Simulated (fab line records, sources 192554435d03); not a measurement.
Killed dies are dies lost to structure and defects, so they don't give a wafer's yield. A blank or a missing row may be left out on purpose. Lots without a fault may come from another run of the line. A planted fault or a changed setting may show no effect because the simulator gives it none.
fab line records | flow n5_finfet | part 2 of 2: steps 21 to 26 of 26
record lots=5 wafers=15 last_day=17
route steps=1938 shown BEOL_M3@1020 BEOL_M4@1021
lots that met no fault: from a run of the same line without faults
start_h: hours from the record's first day to the start of the lot's first wafer shown | wait_h: hours since the lot's step before | " the same as in the row above | L1.1+2: a row that stands for several wafers | - no value, or no start given | * or withheld: withheld | < > ~ a bound
route shown NAME@n: a module of which the file shows steps, and the number in the route of the first | usual: mean/standard deviation of fault-free wafers | same: alike in all rows | chamber/n: place in a boat | sites: the reading at each site | _std_site: their standard deviation | _edge_site: outer sites' mean less inner sites' | radius_mm: how far each site lies from the wafer's centre | mask NAME#n: copy n | behind: the tool/chamber that last shaped the wafer | hold: why the lot was held/for how many hours/how that ended | device: the transistor (n, p or np) that didn't switch | end of line: the same wafers' tests at the end of the route | a step without rows: its recipe alone | killed: dies lost to structure and defects at the first sort, not the wafer's yield | map: a wafer's dies, x killed, . not, _ none there
set.NAME: the setting as run; set.NAME@STEP: as run at that earlier step | model.NAME: the simulator's own value behind a step, which no gauge read
lots at some steps of the route; a table a step, a row a wafer
services: from which hour (start_h, from the record's first day; less than 0 if before it) a tool's chamber was out of use, for how many hours, and why
## steps
# step N5_BEOL_M4_ETCH_64
# recipe chemistry=N2/H2 target=SOC target_depth_a=750 overetch_a=225 mask_material=SiARC temp_c=40 time_s=121.9 ion_energy_ev=200 pressure_mtorr=30 source_w=840 bias_w=150 n2_flow_sccm=200 h2_flow_sccm=200
# usual drypump_motor_current_A=5.68/0.28 oes_product_au=0.60/0.06 rf_fwd_power_W=836.1/2.7 rf_vpp_V=523.9/2.6 showerhead_plenum_p_Torr=2.53/0.087 throttle_valve_pct=17.86/0.26
# columns lot.wafer tool chamber start_h wait_h drypump_motor_current_A oes_product_au rf_fwd_power_W rf_hours_counter_h rf_vpp_V showerhead_plenum_p_Torr throttle_valve_pct
L076.2 rie_diel-01 2 175.66 0.0 6.18 0.71 828.6 14 524.2 2.59 17.65
L076.4 " 2 " " 6.18 0.72 834.1 - 525.2 2.59 17.67
L076.5 " 1 " " 5.92 0.60 836.3 - 527.9 2.66 17.61
L080.3 rie_diel-03 3 189.84 0.0 5.63 0.63 837.7 68 524.8 2.58 17.64
L080.4 " 0 " " 5.57 0.53 837.6 199 526.1 2.61 18.19
L080.5 " 1 " " 5.38 0.53 834.3 - 519.4 2.38 17.87
L082.1 rie_diel-05 0 214.40 0.0 5.80 0.55 841.8 193 522.9 2.52 17.82
L082.3 " 3 " " 5.28 0.69 837.2 18 522.2 2.48 17.95
L082.5 " 0 " " 5.79 0.56 839.8 - 523.0 2.52 17.79
L087.1 rie_diel-03 0 239.83 0.0 5.55 0.52 829.9 217 526.2 2.61 18.20
L087.3 " 3 " " 5.65 0.61 837.4 86 524.1 2.57 17.68
L087.5 " 0 " " 5.54 0.52 835.5 - 527.0 2.61 18.21
L093.1 rie_diel-01 1 279.55 0.0 5.97 0.57 833.3 144 527.3 2.64 17.65
L093.2 " 3 " " 5.12 0.66 838.4 36 529.2 2.69 17.56
L093.6 " 3 " " 5.10 0.67 834.6 - 530.5 2.69 17.57
# step N5_BEOL_M4_STRIP_65
# recipe chemistry=N2/H2 temp_c=40 n2_flow_sccm=200 h2_flow_sccm=200 rf_frequency_hz=6e+07
# columns lot.wafer tool chamber start_h wait_h
L076.2+4+5 rie_diel-01 2,2,1 175.78 0.1
L080.3+4+5 rie_diel-03 3,0,1 189.95 0.1
L082.1+3+5 rie_diel-05 0,3,0 214.51 0.1
L087.1+3+5 rie_diel-03 0,3,0 239.94 0.1
L093.1+2+6 rie_diel-01 1,3,3 279.66 0.1
# step N5_BEOL_M4_STRIP_75
# recipe chemistry=N2/H2 temp_c=40 n2_flow_sccm=200 h2_flow_sccm=200 rf_frequency_hz=6e+07
# columns lot.wafer tool chamber start_h wait_h
L076.2+4+5 rie_diel-01 2,2,1 175.79 0.0
L080.3+4+5 rie_diel-03 3,0,1 189.96 0.0
L082.1+3+5 rie_diel-05 0,3,0 214.52 0.0
L087.1+3+5 rie_diel-03 0,3,0 239.95 0.0
L093.1+2+6 rie_diel-01 1,3,3 279.67 0.0
# step N5_BEOL_M4_STRIP_66
# recipe chemistry=CF4 resist=SiARC power_w=300 bias_power_w=75 pressure_mtorr=50 cf4_flow_sccm=150 rf_frequency_hz=6e+07
# usual drypump_motor_current_A=5.67/0.28 oes_product_au=0.78/0.078 rf_fwd_power_W=292.6/0.89 rf_vpp_V=271.1/1.5 showerhead_plenum_p_Torr=1.79/0.053 throttle_valve_pct=13.68/0.25
# columns lot.wafer tool chamber start_h wait_h drypump_motor_current_A oes_product_au rf_fwd_power_W rf_hours_counter_h rf_vpp_V showerhead_plenum_p_Torr throttle_valve_pct
L076.2 rie_diel-01 2 175.80 0.0 6.17 0.93 293.0 14 272.0 1.82 13.40
L076.4 " 2 " " 6.16 0.94 293.9 - 272.8 1.82 13.40
L076.5 " 1 " " 5.89 0.78 290.9 - 273.2 1.85 13.35
L080.3 rie_diel-03 3 189.97 0.0 5.63 0.82 291.8 68 270.6 1.81 13.39
L080.4 " 0 " " 5.52 0.69 292.6 200 272.5 1.85 14.02
L080.5 " 1 " " 5.37 0.69 291.5 - 269.9 1.71 13.89
L082.1 rie_diel-05 0 214.53 0.0 5.81 0.73 293.0 193 272.1 1.77 13.63
L082.3 " 3 " " 5.27 0.89 292.3 18 269.9 1.77 13.73
L082.5 " 0 " " 5.81 0.73 293.2 - 270.8 1.77 13.60
L087.1 rie_diel-03 0 239.96 0.0 5.55 0.67 292.9 217 272.5 1.84 14.08
L087.3 " 3 " " 5.62 0.80 292.4 86 271.8 1.81 13.42
L087.5 " 0 " " 5.54 0.68 292.4 - 270.6 1.84 14.08
L093.1 rie_diel-01 1 279.68 0.0 5.93 0.75 294.3 144 271.5 1.84 13.42
L093.2 " 3 " " 5.10 0.87 292.2 36 272.6 1.89 13.28
L093.6 " 3 " " 5.11 0.87 291.8 - 273.0 1.89 13.32
# step N5_BEOL_M4_HM_OPEN_17
# recipe chemistry=Cl2/BCl3 target_depth_a=200 overetch_a=60 target=TiN mask_material=SOC ion_energy_ev=150 pressure_mtorr=10 icp_w=1000 bias_w=126 Cl2_flow_sccm=53.25 bcl3_flow_sccm=21.75 Ar_flow_sccm=25
# usual drypump_motor_current_A=5.7/0.49 oes_product_au=0.66/0.095 rf_fwd_power_W=993/3.7 throttle_valve_pct=22.07/0.25
# columns lot.wafer tool chamber start_h wait_h drypump_motor_current_A oes_product_au rf_fwd_power_W rf_hours_counter_h throttle_valve_pct
L076.2 rie_metal-03 0 175.84 0.0 4.8 0.62 988 63 21.99
L076.4 " 0 " " 4.7 0.62 989 - 22.00
L076.5 " 0 " " 4.7 0.63 990 - 22.00
L080.3 rie_metal-02 0 190.04 0.1 5.7 0.54 997 - 22.50
L080.4 " 1 " " 5.4 0.74 990 - 21.88
L080.5 " 0 " " 5.7 0.54 993 - 22.50
L082.1 rie_metal-03 1 214.57 0.0 5.8 0.54 988 109 21.63
L082.3 " 1 " " 5.8 0.54 989 - 21.65
L082.5 " 1 " " 5.8 0.54 991 - 21.68
L087.1 rie_metal-01 0 240.00 0.0 6.4 0.77 996 4 22.09
L087.3 " 1 " " 5.9 0.68 993 - 22.19
L087.5 " 0 " " 6.4 0.78 999 - 22.08
L093.1 rie_metal-01 0 279.72 0.0 6.4 0.78 1001 7 22.09
L093.2 " 1 " " 5.9 0.68 997 33 22.19
L093.6 " 0 " " 6.4 0.77 1000 - 22.09
# step N5_BEOL_M4_STRIP_19
# recipe chemistry=O2 power_w=400 temp_c=40 pressure_mtorr=30 rf_frequency_hz=6e+07 bias_power_w=0 overash_fraction=0.2 o2_flow_sccm=225
# usual drypump_motor_current_A=5.8/0.34 oes_product_au=0.81/0.084 rf_vpp_V=3.6/0.47 showerhead_plenum_p_Torr=2.11/0.075 throttle_valve_pct=16.67/0.18
# columns lot.wafer tool chamber start_h wait_h drypump_motor_current_A oes_product_au rf_hours_counter_h rf_vpp_V showerhead_plenum_p_Torr throttle_valve_pct
L076.2 rie_diel-01 0 175.95 0.1 6.2 0.78 124 3.4 2.09 16.69
L076.4 " 1 " " 5.9 0.79 - 3.2 2.22 16.67
L076.5 " 0 " " 6.2 0.78 - 4.1 2.09 16.68
L080.3 rie_diel-03 3 190.13 0.1 5.6 0.81 68 3.6 2.12 16.53
L080.4 " 1 " " 5.4 0.71 219 3.3 1.98 16.87
L080.5 " 2 " " 5.7 0.74 - 3.7 2.00 16.67
L082.1 rie_diel-03 1 214.68 0.1 5.4 0.70 229 3.9 1.97 16.88
L082.3 " 3 " " 5.6 0.82 77 4.4 2.12 16.53
L082.5 " 3 " " 5.6 0.82 - 3.2 2.12 16.53
L087.1 rie_diel-01 3 240.11 0.1 5.1 0.90 22 3.8 2.22 16.41
L087.3 " 0 " " 6.2 0.76 148 3.7 2.08 16.72
L087.5 " 0 " " 6.2 0.77 - 3.6 2.08 16.73
L093.1 rie_diel-01 1 280.02 0.3 5.9 0.76 144 3.7 2.21 16.74
L093.2 " 3 " " 5.1 0.88 36 3.2 2.22 16.43
L093.6 " 1 " " 5.9 0.76 - 3.7 2.21 16.74
## services
# columns tool chamber start_h hours kind
rie_diel-03 3 149.91 2.5 repair
rie_diel-01 3 153.44 - clean
rie_diel-01 3 153.44 - consumable_replace:focus_ring
rie_diel-01 3 153.44 - consumable_replace:showerhead
rie_diel-01 3 153.44 27.5 scheduled_down
rie_diel-01 3 153.44 27.5 vent_cycle
pecvd-03 - 161.43 0.3 repair
rie_diel-05 - 180.40 15.6 pm
euv_scanner-02 - 190.18 1.0 pm
euv_scanner-01 - 191.48 1.0 pm
rie_metal-03 1 200.76 2.8 repair
pecvd-03 - 217.15 98.4 repair
euv_scanner-02 - 219.64 13.5 repair
pecvd-01 1 234.87 10.4 repair
pecvd-02 - 240.78 1.8 repair
euv_scanner-02 - 246.33 1.0 pm
euv_scanner-01 - 247.63 1.0 pm
rie_diel-03 - 253.52 0.4 repair
euv_scanner-02 - 260.00 5.8 pm
rie_diel-05 0 265.47 8.7 repair
rie_diel-03 1 276.68 - clean
rie_diel-03 1 276.68 - consumable_replace:focus_ring
rie_diel-03 1 276.68 - consumable_replace:showerhead
rie_diel-05 2 279.25 2.4 repair
